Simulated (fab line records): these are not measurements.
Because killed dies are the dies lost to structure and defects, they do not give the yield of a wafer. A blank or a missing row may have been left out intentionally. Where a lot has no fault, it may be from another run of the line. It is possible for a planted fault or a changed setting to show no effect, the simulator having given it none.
Problem report in the 8D (eight disciplines) form, filled by code || flow n5-finfet || the parts of the form that need people (team, actions taken, sign-off) are left out
Where a reading is given only as a bound, like >300, the bound stands for it, and a mean or a difference that rests on one is marked > or <: the true number lies beyond.

## 1. PROBLEM STATEMENT
Wafers without a fault read 37, standard deviation 15; raw-defect-count at N5_ZERO_LAYER_INSPECT_20 reads a mean of 470 on 4 wafers belonging to 3 lots. Measured from the usual mean, that is +29 standard deviations.
The step: inspects for defects (darkfield).
First observed at day 5 19:17: wafer L681.4, on defect-inspect-02. The record holds 26 wafers of 9 lots with a number at this step. Rule for "out", or "out of limits": more than 4 standard deviations from the usual mean. All remaining wafers that have a number are taken as sound.

## 2. WHAT IT IS; WHAT IT IS NOT
{"question": "which readings at this step", "is": "raw-defect-count", "is not": "-"}
{"question": "which lots", "is": "L681, L683, L684", "is not": "L670, L671, L675, L682, L685, L687"}
{"question": "which wafers of those lots", "is": "L681.4, L683.2, L683.5, L684.4", "is not": "L681.2, L681.3, L683.4, L684.1, L684.6"}
{"question": "read on which gauges", "is": "defect-inspect-01, defect-inspect-02", "is not": "-"}
{"question": "when", "is": "from day 5 19:17", "is not": "up to then (11 sound wafers); but 11 sound wafers of L682, L683, L684, L685, L687 came after"}

## 3. THE SUSPECTS, EACH WITH WHAT RULES IT OUT
Counting: a tool at a process step up to the reading stays a suspect if it ran every lot that is out. Sound lots after the first of them don't rule it out here, since some wafers of a struck lot are sound.
- the gauge at N5_ZERO_LAYER_INSPECT_20 has been ruled out. Those wafers that are out were read across 2 gauges (defect-inspect-01, defect-inspect-02).
- rie-diel-03 at N5_ZERO_LAYER_ETCH_17 (etches SiO2 in CF4, target depth 12 nm, time 13.3 s): kept. It processed each lot that is out (first: L681, day 5 18:43); up to then, its last sound lot is L675 (day 4 07:11).
- In rie-diel-03 at N5_ZERO_LAYER_ETCH_17, the wafers that are out were processed in chamber 2 and their sound lot-mates in chambers 0, 1, 3.
Left after counting: rie-diel-03 at N5_ZERO_LAYER_ETCH_17.

## 4. THE CAUSE (what the simulator had put in)
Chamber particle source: rie-diel-03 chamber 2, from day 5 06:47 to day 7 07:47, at N5_ZERO_LAYER_ETCH_17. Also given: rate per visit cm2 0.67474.
After counting, this tool was the only one left.

## 5. THE CHAIN OF EFFECTS, in route order
Each row: a reading whose mean over the struck wafers that have a number lies more than 3 standard deviations from the usual. Only readings for which the record gives a usual standard deviation are gone through. hours: the time from each lot's start at the first step in this table that gives one to its start at this step, as a median over the lots. sigmas: the change in usual standard deviations.
{"hours": 0, "step": "N5_ZERO_LAYER_INSPECT_20", "reading": "raw-defect-count", "usual": 37, "on struck wafers": 470, "change": "+434", "sigmas": "+29"}
{"hours": 0, "step": "N5_WELL_APT_INSPECT_10", "reading": "raw-defect-count", "usual": 2.0, "on struck wafers": ">300", "change": ">+298", "sigmas": "+99 or more"}
{"hours": 3, "step": "N5_WELL_APT_INSPECT_38", "reading": "raw-defect-count", "usual": 13, "on struck wafers": 445, "change": "+432", "sigmas": "+90"}
{"hours": 264, "step": "N5_PASSIVATION_PROBE_49", "reading": "defect-limited-yield", "usual": "91.4 %", "on struck wafers": 86.6, "change": -4.8, "sigmas": -3.2}
{"hours": 264, "step": "N5_PASSIVATION_PROBE_49", "reading": "killed-at-front-end", "usual": 37, "on struck wafers": 107, "change": "+70", "sigmas": "+6.4"}
{"hours": 264, "step": "N5_PASSIVATION_PROBE_49", "reading": "killed-dies", "usual": 102, "on struck wafers": 158, "change": "+56", "sigmas": "+3.1"}
{"hours": 264, "step": "N5_PASSIVATION_PROBE_49", "reading": "killed-on-rim", "usual": 13, "on struck wafers": 25, "change": "+12", "sigmas": "+3.4"}
{"hours": 264, "step": "N5_PASSIVATION_PROBE_49", "reading": "sort_bin_5_function", "usual": "5.0 %", "on struck wafers": 8.2, "change": "+3.2", "sigmas": "+3.4"}
Process steps it contains:
- N5_PASSIVATION_PROBE_49
At these later measuring or inspecting steps, every struck wafer for which the step has a row has a number for every such reading, and none has moved that far: N5_WELL_APT_OVL_MEAS_09, N5_PMOS_HMC_CHANNEL_EPI_THK_MEAS_22, N5_BEOL_M4_RC_MEAS_101.

## 6. HOW IT WOULD HAVE BEEN CAUGHT EARLIER
Counted from the fault's start at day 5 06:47, it took 12 hours until the first out-of-limits reading at a measuring or inspecting step in this record, taken at day 5 19:17.
An alarm limit of 4 standard deviations would not have fired on the tool readings at N5_ZERO_LAYER_ETCH_17 for which the record gives a usual standard deviation, since none of them was out on any struck wafer.
Among the 3 lots that are out, L683, L684 began N5_ZERO_LAYER_ETCH_17 on rie-diel-03 after day 5 19:17. A hold on the tool at that time would have spared those 2.
